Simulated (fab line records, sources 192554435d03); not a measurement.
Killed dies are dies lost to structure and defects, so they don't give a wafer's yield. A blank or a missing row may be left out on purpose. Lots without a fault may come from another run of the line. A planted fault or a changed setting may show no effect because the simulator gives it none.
fab line records | flow n5_finfet
record lots=6 wafers=18 last_day=17
route steps=1938 shown STI_FIN_REVEAL@197 DUMMY_GATE@212 BEOL_M4@1111 PASSIVATION@1936
lots that met no fault: from a run of the same line without faults
start_h: hours from the record's first day to the start of the lot's first wafer shown | wait_h: hours since the lot's step before | " the same as in the row above | L1.1+2: a row that stands for several wafers | - no value, or no start given | * or withheld: withheld | < > ~ a bound
route shown NAME@n: a module of which the file shows steps, and the number in the route of the first | usual: mean/standard deviation of fault-free wafers | same: alike in all rows | chamber/n: place in a boat | sites: the reading at each site | _std_site: their standard deviation | _edge_site: outer sites' mean less inner sites' | radius_mm: how far each site lies from the wafer's centre | mask NAME#n: copy n | behind: the tool/chamber that last shaped the wafer | hold: why the lot was held/for how many hours/how that ended | device: the transistor (n, p or np) that didn't switch | end of line: the same wafers' tests at the end of the route | a step without rows: its recipe alone | killed: dies lost to structure and defects at the first sort, not the wafer's yield | map: a wafer's dies, x killed, . not, _ none there
set.NAME: the setting as run; set.NAME@STEP: as run at that earlier step | model.NAME: the simulator's own value behind a step, which no gauge read
lots at some steps of the route; a table a step, a row a wafer
services: from which hour (start_h, from the record's first day; less than 0 if before it) a tool's chamber was out of use, for how many hours, and why
## steps
# step N5_STI_FIN_REVEAL_STRIP_16
# recipe chemistry=H3PO4 material=SiNx temp_c=165 target_depth_a=238 overetch_fraction=0.4964 dry=ipa_marangoni
# step N5_STI_FIN_REVEAL_PRECLEAN_17
# recipe chemistry=NF3:NH3 afs_cycles=1 temp_c=30 time_s=20 sublimation_temp_c=180 sublimation_time_s=60 pressure_torr=3 rf_power_w=30
# step N5_STI_FIN_REVEAL_ETCH_34
# recipe chemistry=H2 mode=isotropic material=Si target=Si target_depth_a=9.7 temp_c=20 pressure_mtorr=4.5 icp_w=300 bias_w=0 h2_flow_sccm=7.5 he_flow_sccm=142.5
# usual chamber_pressure_mTorr=4.500/0.0041 drypump_motor_current_A=5.7/0.45 oes_product_au=1.002/0.014 throttle_valve_pct=25.6/0.35
# columns lot.wafer tool chamber start_h wait_h chamber_pressure_mTorr drypump_motor_current_A oes_product_au rf_hours_counter_h throttle_valve_pct
L694.1 rie_si-02 3 47.80 0.2 4.497 6.0 0.970 72 25.4
L694.3 " 0 " " 4.503 5.9 0.999 172 25.1
L694.5 " 2 " " 4.497 6.2 0.992 - 25.6
L701.1 rie_si-06 2 90.01 0.2 4.494 6.4 0.986 9 26.0
L701.3 " 0 " " 4.496 5.8 1.013 114 25.2
L701.6 " 0 " " 4.504 5.9 1.022 - 25.2
L704.2 rie_si-05 0 111.30 0.1 4.504 5.5 1.020 115 25.7
L704.3 " 1 " " 4.501 5.5 1.014 129 25.2
L704.4 " 2 " " 4.495 5.4 1.003 146 26.2
L706.2 rie_si-05 2 119.79 0.1 4.499 5.5 0.998 147 26.2
L706.4 " 3 " " 4.502 6.4 0.983 126 25.7
L706.6 " 0 " " 4.498 5.5 1.015 - 25.7
L711.3 rie_si-02 2 151.23 0.1 4.502 6.3 1.002 83 25.5
L711.4 " 3 " " 4.505 6.0 0.989 74 25.4
L711.6 " 0 " " 4.494 5.8 1.009 - 25.1
L713.2 rie_si-02 1 162.90 0.1 4.504 5.4 0.974 110 25.1
L713.4 " 0 " " 4.501 5.9 1.016 174 25.1
L713.6 " 2 " " 4.499 6.2 0.990 - 25.6
# step N5_STI_FIN_REVEAL_OXIDATION_31
# recipe chemistry=O2_PLASMA_REMOTE temp_c=150 time_s=20 pressure_mtorr=1000 source_power_w=2000 o2_flow_sccm=3000
# usual chamber_pressure_mTorr=999.9/0.88 drypump_motor_current_A=5.57/0.18 heater_power_w=151/14
# columns lot.wafer tool chamber start_h wait_h chamber_pressure_mTorr drypump_motor_current_A heater_power_w rf_hours_counter_h
L694.1 plasma_asher-01 0 47.86 0.0 1001.2 5.36 137 84
L694.3 " 0 " " 1000.5 5.39 135 -
L694.5 " 1 " " 999.9 5.80 172 -
L701.1 plasma_asher-01 0 90.07 0.0 998.4 5.41 138 93
L701.3 " 0 " " 999.3 5.40 135 -
L701.6 " 1 " " 1000.0 5.73 171 -
L704.2 plasma_asher-01 1 111.36 0.0 1000.4 5.79 163 96
L704.3 " 1 " " 1000.8 5.73 174 -
L704.4 " 0 " " 1002.1 5.37 136 -
L706.2 plasma_asher-01 1 119.86 0.0 999.8 5.74 167 98
L706.4 " 0 " " 1000.4 5.37 137 -
L706.6 " 1 " " 999.4 5.77 167 -
L711.3 plasma_asher-01 1 151.31 0.1 1000.2 5.75 170 -
L711.4 " 0 " " 1001.2 5.45 137 -
L711.6 " 1 " " 1000.7 5.77 167 -
L713.2 plasma_asher-02 0 162.98 0.1 999.5 5.39 147 56
L713.4 " 1 " " 1000.8 5.73 143 -
L713.6 " 1 " " 998.8 5.74 145 -
# step N5_STI_FIN_REVEAL_PRECLEAN_32
# recipe chemistry=NF3:NH3 afs_cycles=1 temp_c=30 time_s=20 sublimation_temp_c=180 sublimation_time_s=60 pressure_torr=3 rf_power_w=30
# step N5_STI_FIN_REVEAL_STRIP_35
# recipe chemistry=H3PO4 material=Si3N4 temp_c=165 target_depth_a=40 time_s=39
# step N5_STI_FIN_REVEAL_SRD_21
# recipe dry=ipa_marangoni time_s=30 temp_c=23 rinse_liquid=diw
# step N5_STI_FIN_REVEAL_OXIDATION_33
# recipe chemistry=O2_PLASMA_REMOTE temp_c=150 time_s=20 pressure_mtorr=1000 source_power_w=2000 o2_flow_sccm=3000
# usual chamber_pressure_mTorr=1000.1/0.93 drypump_motor_current_A=5.56/0.18 heater_power_w=149/11
# columns lot.wafer tool chamber start_h wait_h chamber_pressure_mTorr drypump_motor_current_A heater_power_w rf_hours_counter_h
L694.1 plasma_asher-01 1 48.21 0.0 999.4 5.76 167 84
L694.3 " 0 " " 999.4 5.45 137 -
L694.5 " 1 " " 999.9 5.74 169 -
L701.1 plasma_asher-01 1 90.43 0.0 1000.0 5.72 166 93
L701.3 " 0 " " 1000.3 5.40 139 -
L701.6 " 1 " " 999.1 5.75 166 -
L704.2 plasma_asher-01 0 111.71 0.0 999.6 5.39 140 97
L704.3 " 1 " " 1001.1 5.76 167 -
L704.4 " 0 " " 1000.8 5.37 137 -
L706.2 plasma_asher-01 1 120.21 0.0 998.7 5.74 167 98
L706.4 " 0 " " 998.5 5.40 140 -
L706.6 " 0 " " 1001.6 5.36 138 -
L711.3 plasma_asher-02 1 151.66 0.0 1001.0 5.75 141 -
L711.4 " 0 " " 999.9 5.37 149 -
L711.6 " 0 " " 1001.7 5.38 149 -
L713.2 plasma_asher-02 1 163.41 0.1 1000.4 5.75 147 56
L713.4 " 1 " " 1001.2 5.75 140 -
L713.6 " 0 " " 999.9 5.36 147 -
# step N5_STI_FIN_REVEAL_CLEAN_19
# recipe chemistry=O3/DIW temp_c=25 time_s=120 o3_ppm=10
# step N5_STI_FIN_REVEAL_SRD_23
# recipe dry=ipa_marangoni time_s=30 temp_c=23 rinse_liquid=diw
# step N5_STI_FIN_REVEAL_CD_MEAS_22
# recipe target_cd_nm=6.238 pitch_nm=28 polarity=line
# usual cd_nm=6.27/0.26
# columns lot.wafer tool chamber start_h wait_h cd_nm
L694.1 cd_sem-02 - 48.37 0.0 6.41
L694.3 " - " " 6.67
L694.5 " - " " 6.69
L701.1 cd_sem-03 - 90.59 0.0 6.73
L701.3 " - " " 6.22
L701.6 " - " " 6.23
L704.2 cd_sem-02 - 111.87 0.0 6.36
L704.3 " - " " 6.06
L704.4 " - " " 6.61
L706.2 cd_sem-03 - 120.38 0.0 6.03
L706.4 " - " " 6.83
L706.6 " - " " 6.66
L711.3 cd_sem-03 - 151.81 0.0 6.02
L711.4 " - " " 6.43
L711.6 " - " " 6.26
L713.2 cd_sem-03 - 163.57 0.0 6.07
L713.4 " - " " 6.24
L713.6 " - " " 6.21
# step N5_STI_FIN_REVEAL_FIN_H_MEAS_10
# usual trench_depth_nm=51.9/0.76
# columns lot.wafer tool chamber start_h wait_h trench_depth_nm
L694.1 ocd-01 - 48.40 0.0 52.1
L694.3 " - " " 53.7
L694.5 " - " " 52.6
L701.1 ocd-02 - 90.62 0.0 50.8
L701.3 " - " " 51.7
L701.6 " - " " 52.0
L704.2 ocd-02 - 111.90 0.0 51.8
L704.3 " - " " 51.8
L704.4 " - " " 51.0
L706.2 ocd-02 - 120.41 0.0 51.2
L706.4 " - " " 51.8
L706.6 " - " " 52.1
L711.3 ocd-02 - 151.84 0.0 52.3
L711.4 " - " " 51.8
L711.6 " - " " 52.7
L713.2 ocd-01 - 163.60 0.0 52.7
L713.4 " - " " 53.1
L713.6 " - " " 53.5
# step N5_STI_FIN_REVEAL_PRECLEAN_18
# recipe chemistry=SC2 time_s=45 temp_c=35 mix=1:1:50
# columns lot.wafer tool chamber start_h wait_h
L694.1+3+5 wet_bench-02 2,1,7 48.44 0.0
L701.1+3+6 wet_bench-03 4,0,1 90.65 0.0
L704.2+3+4 wet_bench-02 7,1,0 111.94 0.0
L706.2+4+6 wet_bench-02 1,3,6 120.44 0.0
L711.3+4+6 wet_bench-03 3,0,4 151.87 0.0
L713.2+4+6 wet_bench-03 7,1,3 163.64 0.0
# step N5_STI_FIN_REVEAL_SRD_28
# recipe dry=ipa_marangoni time_s=30 temp_c=23 rinse_liquid=diw
# step N5_STI_FIN_REVEAL_INSPECT_13
# recipe inspect_instrument=darkfield mode=post_clean
# usual raw_defect_count=11/4.6
# columns lot.wafer tool chamber start_h wait_h raw_defect_count
L694.1 defect_inspect-02 - 48.49 0.0 7
L694.3 " - " " 2
L694.5 " - " " 9
L701.1 defect_inspect-02 - 90.71 0.0 9
L701.3 " - " " 17
L701.6 " - " " 5
L704.2 defect_inspect-01 - 111.99 0.0 666
L704.3 " - " " 665
L704.4 " - " " 691
L706.2 defect_inspect-02 - 120.50 0.0 696
L706.4 " - " " 672
L706.6 " - " " 676
L711.3 defect_inspect-02 - 151.93 0.0 6
L711.4 " - " " 8
L711.6 " - " " 14
L713.2 defect_inspect-01 - 163.69 0.0 3
L713.4 " - " " 9
L713.6 " - " " 4
# step N5_DUMMY_GATE_PRECLEAN_00
# recipe chemistry=O3/DIW time_s=60 temp_c=22 o3_ppm=10
# step N5_BEOL_M4_RC_MEAS_101
# usual DIBL_N=36.5/1.4 DIBL_P=36.9/1.7 IOFF_N=0.163/0.023 IOFF_P=0.22/0.032 ION_N=673/9 ION_P=462/7.5 SS_N=71.6/0.54 SS_P=73.4/0.62 VT_N=249.8/2.8 VT_P=-250/3.5
# columns lot.wafer tool chamber start_h wait_h DIBL_N[mV/V] DIBL_P[mV/V] IOFF_N[nA/um] IOFF_P[nA/um] ION_N[uA/um] ION_P[uA/um] SS_N[mV/dec] SS_P[mV/dec] VT_N[mV] VT_P[mV]
L694.1 prober-02 0 182.40 0.0 37.6 37.2 0.176 0.26 679 470 72.2 73.9 249.2 -246
L694.3 " 0 " " 37.6 37.6 0.183 0.27 689 477 72.1 74.1 245.5 -243
L694.5 " 0 " " 37.1 37.0 0.169 0.27 670 468 71.8 73.5 247.0 -248
L701.1 prober-02 0 215.92 0.0 36.6 39.1 0.176 0.22 669 454 71.5 73.7 249.1 -252
L701.3 " 0 " " 34.6 35.8 0.136 0.16 664 455 70.8 73.2 254.3 -255
L701.6 " 0 " " 34.4 36.0 0.128 0.16 662 450 71.2 72.7 254.2 -259
L704.2 prober-02 0 245.77 0.2 35.2 34.9 0.137 0.19 676 460 70.7 72.8 252.8 -253
L704.3 " 0 " " 35.3 34.9 0.141 0.20 666 461 70.8 72.9 253.7 -248
L704.4 " 0 " " 36.9 37.8 0.178 0.24 680 467 71.6 73.4 248.0 -251
L706.2 prober-02 0 258.94 0.2 37.3 38.2 0.175 0.24 669 470 71.9 73.6 250.3 -247
L706.4 " 0 " " 39.0 40.7 0.220 0.30 691 478 71.2 74.4 243.9 -245
L706.6 " 0 " " 37.0 38.4 0.173 0.25 680 471 71.3 73.1 249.1 -246
L711.3 prober-01 0 278.24 0.3 34.9 37.1 0.153 0.22 675 473 71.8 73.9 251.9 -244
L711.4 " 0 " " 35.1 36.5 0.143 0.22 672 464 72.2 73.9 255.5 -249
L711.6 " 0 " " 34.1 35.7 0.139 0.20 670 467 70.9 72.9 253.1 -249
L713.2 prober-01 0 307.80 0.2 33.6 33.8 0.129 0.17 665 462 70.9 72.0 249.9 -254
L713.4 " 0 " " 34.3 35.2 0.147 0.19 677 464 70.7 73.3 246.3 -250
L713.6 " 0 " " 32.6 33.7 0.118 0.17 672 468 70.5 72.9 253.8 -254
# step N5_PASSIVATION_PROBE_49
# usual defect_limited_yield=91.2/1.4 killed_at_M0_to_M3=35/11 killed_at_M4_up=12/4.2 killed_at_contacts=13/5.6 killed_at_front_end=40/12 killed_at_other=3.3/2.6 killed_dies=103/17 killed_open=68/12 killed_short=34/7.6 sort_bin_5_function=5.1/0.95 sort_bin_6_memory=3.3/0.68 sort_n_pass=1077/17 sort_yield_pct=91.2/1.4
# same gross_dies=1180 killed_at_back_side=0 sort_bin_4_leakage[%]=0 sort_bin_8_speed[%]=0
# columns lot.wafer tool chamber start_h wait_h defect_limited_yield[%] killed_at_M0_to_M3 killed_at_M4_up killed_at_contacts killed_at_front_end killed_at_other killed_dies killed_open killed_short sort_bin_5_function[%] sort_bin_6_memory[%] sort_n_pass sort_yield_pct[%]
L704.2 prober-02 - 339.96 0.1 85.0 44 15 7 109 2 177 74 35 8.4 4.2 1003 85.0
L704.3 prober-02 - 340.01 0.1 80.9 28 16 12 166 3 225 53 41 12.5 3.8 955 80.9
L704.4 prober-02 - 340.06 0.2 81.0 40 8 16 156 4 224 61 36 12.6 4.3 956 81.0
L706.2 prober-02 - 355.80 0.1 81.4 25 9 15 170 1 220 61 24 12.2 3.6 960 81.4
L706.4 prober-02 - 355.90 0.2 80.1 17 13 14 191 0 235 65 28 12.3 5.3 945 80.1
L706.6 prober-02 - 356.00 0.3 83.6 31 10 16 133 3 193 73 36 10.7 3.9 987 83.6
# killed by level:class
L704.2 STI_FIN_REVEAL:unspecified=64 STI_FIN_REVEAL:geometric_particle:open=12 BEOL_M2:geometric_particle:open=12 BEOL_M1:geometric_particle:open=8 BEOL_M4:geometric_particle:open=8 BEOL_M0_SAQP:geometric_particle:open=7 FIN_SAQP:geometric_particle:open=6 MOL_CONTACT_COAG:geometric_particle:open=6
L704.3 STI_FIN_REVEAL:unspecified=126 MOL_CONTACT_COAG:geometric_particle:open=9 BEOL_M0_SAQP:geometric_particle:short=9 STI_FIN_REVEAL:geometric_particle:open=7 BEOL_M5:geometric_particle:open=6 ILD0:geometric_particle:short=5 BEOL_M0_SAQP:geometric_particle:open=5 STI_FIN_REVEAL:geometric_particle:short=4
L704.4 STI_FIN_REVEAL:unspecified=126 BEOL_M0_SAQP:geometric_particle:short=18 MOL_CONTACT_COAG:geometric_particle:open=15 BEOL_M0_SAQP:geometric_particle:open=9 BEOL_M3:geometric_particle:open=7 STI_FIN_REVEAL:geometric_particle:open=5 ILD0:geometric_particle:short=5 GATE_CUT:geometric_particle:short=5
L706.2 STI_FIN_REVEAL:unspecified=134 MOL_CONTACT_COAG:geometric_particle:open=15 BEOL_M0_SAQP:geometric_particle:open=8 STI_FIN_REVEAL:geometric_particle:open=7 FIN_SAQP:geometric_particle:open=6 BEOL_M2:geometric_particle:open=6 FIN_SAQP:geometric_particle:short=4 GATE_CUT:geometric_particle:short=4
L706.4 STI_FIN_REVEAL:unspecified=139 FIN_SAQP:geometric_particle:open=12 STI_FIN_REVEAL:geometric_particle:open=11 MOL_CONTACT_COAG:geometric_particle:open=11 BEOL_M1:geometric_particle:open=6 FIN_SAQP:geometric_particle:short=5 GATE_CUT:geometric_particle:short=5 BEOL_M2:geometric_particle:open=5
L706.6 STI_FIN_REVEAL:unspecified=83 FIN_SAQP:geometric_particle:open=14 MOL_CONTACT_COAG:geometric_particle:open=14 BEOL_M0_SAQP:geometric_particle:open=9 FIN_SAQP:geometric_particle:short=8 BEOL_M2:geometric_particle:open=7 BEOL_M0_SAQP:geometric_particle:short=6 STI_FIN_REVEAL:geometric_particle:open=5
# map L704.3 (x killed, . not)
_________________............________________
______________....x.........x..._____________
___________........................__________
__________.x......................x._________
________.x.......x.......xx..........._______
_______......................x.........______
______.........x........................_____
_____...............x...................x____
____..x..............x....................___
___x.....x...x..x..xx........x.............__
___.......xx.xxx.x.xxx.x...................__
__.........x..xxxx.xxx...x.................._
__...x..x..xxxxxxxxxxxxx..x...............x._
_.......x...xxxxxxxxxxxxxxxx........x........
_........xx.xxxxxxxxxxxxxxx....x..........x..
_x..x......xxxxxxxxxxxxxxx...............x...
_..x......xxxxxxxxxxxxxxxx.xx.x........x...x.
_.x......xxx..xxxxxxxxxxx.....x..............
_.............xxxxxxxxxx..x...x......xx......
_........x....xxxxxxx.xx.....................
_.........x........xxxxx........x........x...
__.x..x.x....x.xx............x..........x..._
__.........x................................_
___.x..x...........x....x.....x....x.x.....__
___x...x....x.....x........................__
____.....................x.....x..........___
_____....x..x.....x.......x..............____
______.......................x.........._____
_______.................x.x......x.....______
________............................x._______
__________.........x....x....x......_________
___________x..x.......x.xx..x......__________
______________............x....._____________
_________________......x...x.________________
# map L706.4 (x killed, . not)
_________________..........x.________________
______________x.........x......x_____________
___________...................x....__________
__________.x..x....x................_________
________...........x....xxx..........._______
_______..x..............x..........xx..______
______...........x.x......x............._____
_____..........................x.......x.____
____.....x....x....x........x...x...x.....___
___........................................__
___.......x..x.......................x...x.__
__...........xxx.............x..x..........._
__.x........x.....xx...x.............x.....x_
_....x.x...................x.................
_..............x.........x.x......x.....x....
_x..................................x.....x..
_..............x..........x.x...x............
_......x...........x.............xx....x.....
_...........x.x.x..x......x......x.....x.....
_..........xx..x.xx.x........................
_.x.......xxxx.x.xxxx.x......x...x...........
__.........x.xxxxxxxxx.x.x.................._
__.......xxxxxxxxxxx.x.x...x..............x._
___.x...x.xxxxxxxxxxxxx........x...........__
___..x...xxxxxxxxxxxxxxx.................x.__
____xx....xxxxxxxxxxxxxx...x.....x..xx....___
_____...xxxxxxxxxxxxxx....x..............____
______.xxxxxxxxxxxxxxx...x.............._____
_______..xxxxxxxxxxxxxx................______
________..xx.xxxx.xx..xx..x..........._______
__________....x.x.xx......xx........_________
___________..x.........xx..........__________
______________................x._____________
_________________............________________
## services
# columns tool chamber start_h hours kind
rie_si-06 1 37.16 9.8 repair
rie_si-02 1 40.66 6.6 repair
rie_si-05 2 42.91 7.4 repair
plasma_asher-02 - 61.68 3.9 repair
rie_si-06 2 77.98 1.8 repair
rie_si-06 2 121.58 4.2 repair
rie_si-05 0 163.00 2.6 repair
## key
first_sign step=N5_STI_FIN_REVEAL_INSPECT_13 reading=raw_defect_count direction=up sigmas=99+ usual=11 struck=678
effect step=N5_PASSIVATION_PROBE_49 reading=killed_at_front_end direction=up sigmas=9.4 usual=40 struck=154
more_kills_born_at N5_STI_FIN_REVEAL_PRECLEAN_18@wet_bench-02=672
met_at N5_STI_FIN_REVEAL_PRECLEAN_18
struck_wafers L704.2,L704.3,L704.4,L706.2,L706.4,L706.6
onset_between 48.44 111.94
also_fits N5_STI_FIN_REVEAL_ETCH_34:rie_si-05,N5_STI_FIN_REVEAL_OXIDATION_33:plasma_asher-01
fault kind=chamber_particle_source tool=wet_bench-02 chamber=- onset_h=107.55 steps=N5_STI_FIN_REVEAL_PRECLEAN_18 rate_per_visit_cm2=1.0433 end_h=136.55
